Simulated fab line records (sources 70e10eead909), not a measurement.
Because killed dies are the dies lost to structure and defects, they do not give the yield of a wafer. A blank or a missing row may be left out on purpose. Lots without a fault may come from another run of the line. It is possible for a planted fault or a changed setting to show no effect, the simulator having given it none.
A lot that was struck, set against a sound lot || flow nand harc || 13 steps out of a route of 1302
Sound: the wafers L623.1, L623.3, L623.5. Struck: wafer L633.2 (left out: L633.6, a lot-mate that was not struck); the cause follows at the end.
Order at every step that has rows: each side's tool, ch and its chambers, its first start. Under that, the readings that differ: sound wafers || struck wafers || difference of the means || sigmas: that difference in standard deviations of wafers without a fault.
alike: words and numbers the same on both sides, and readings whose means are apart by under 2 such deviations; not compared: readings that were withheld, readings missing a value for some wafer, numbers with overlapping values and no deviation given by the record, and bounds like >300 which may hide the same value.
Wherever a step has rows on one side only, a row that says differs or no value, or a row with sigmas, the two part there. Numbers that don't overlap but have no deviation are shown without sigmas and don't part them. Lack of a reading on every wafer of one side parts them only where that side has two or more wafers.

NHARC_A_SLIT_ETCH_26: etches the open film in C4F8/O2/Ar, time 90 s, target depth 400 nm.
  sound on har etch-02 ch 0,1, day 22 14:16; struck on har etch-02 ch 0, day 26 23:51
  alike: drypump motor current A, showerhead plenum p Torr, throttle valve pct
  not compared: rf hours counter h
then, 1 step without rows for these wafers: NHARC_A_SLIT_STRIP_28 (strips in O2/COS).
NHARC_A_SLIT_ETCH_29: etches the open film in CF4/O2, target depth 100 nm, overetch 10 nm, time 55 s.
  sound on rie diel-04 ch 0,2, day 22 15:10; struck on rie diel-11 ch 2, day 27 00:44
{"reading": "oes product au (a.u.)", "sound": "1.008 1.018 1.025", "struck": 0.986, "difference": -0.031, "sigmas": -2}
{"reading": "showerhead plenum p Torr (Torr)", "sound": "1.43 1.41 1.41", "struck": 1.30, "difference": -0.12, "sigmas": -3}
  alike: drypump motor current A, rf vpp V, throttle valve pct
  not compared: rf hours counter h
NHARC_A_SLIT_STRIP_18: strips in O2.
  sound: rie diel-04 ch 1,2,3; struck: rie diel-11 ch 3
  alike: drypump motor current A, oes product au, rf vpp V, showerhead plenum p Torr, throttle valve pct
  not compared: rf hours counter h
then, 2 steps without rows for these wafers: NHARC_A_SLIT_PRECLEAN_19 (cleans in SC1); NHARC_A_SLIT_SRD_20.
NHARC_A_SLIT_CD_MEAS_21:
  sound: cd sem-03 at day 22 15:41; struck: cd sem-03 at day 27 01:16
  alike: cd nm
then, 3 steps without rows for these wafers: NHARC_A_SIN_REMOVE_WET_00 (chemistry H3PO4, time 15300 s); NHARC_A_SIN_REMOVE_PRECLEAN_01 (cleans in SC1); NHARC_A_SIN_REMOVE_SRD_02.
NHARC_A_SIN_REMOVE_INSPECT_04:
  sound: defect inspect-01 at day 22 22:17; struck: defect inspect-02 at day 27 07:53
  alike: raw defect count
NHARC_A_WL_FILL_ALD_00: deposits Al2O3, target thk 3 nm, pulse time 3 s, ald cycles 30.
  sound on ald hk-01 ch 1,2,3, day 22 22:23; struck on ald hk-04 ch 2, day 27 07:57
{"reading": "ald cycles", "sound": "30 30 30", "struck": 24, "difference": -6, "sigmas": ""}
{"reading": "precursor pulse height rel", "sound": "0.966 0.957 0.972", "struck": 1.012, "difference": "+0.047", "sigmas": "+2"}
  alike: heater power w
  not compared: since wet clean h
NHARC_A_WL_FILL_RTA_01: time 5 s.
  sound on rtp anneal-01 ch 0, day 22 22:38; struck on rtp anneal-01 ch 0, day 27 08:15
  alike: lamp power pct, lamp_zone_3_pct, lamp_zone_5_pct, wafer_temp_C_max

== WHERE THEY PART ==
First at NHARC_A_SLIT_ETCH_29; last, within this record, at NHARC_A_WL_FILL_ALD_00. Later steps at which nothing parts them and some readings are alike: NHARC_A_WL_FILL_RTA_01.

WHY: whatever the simulator had introduced
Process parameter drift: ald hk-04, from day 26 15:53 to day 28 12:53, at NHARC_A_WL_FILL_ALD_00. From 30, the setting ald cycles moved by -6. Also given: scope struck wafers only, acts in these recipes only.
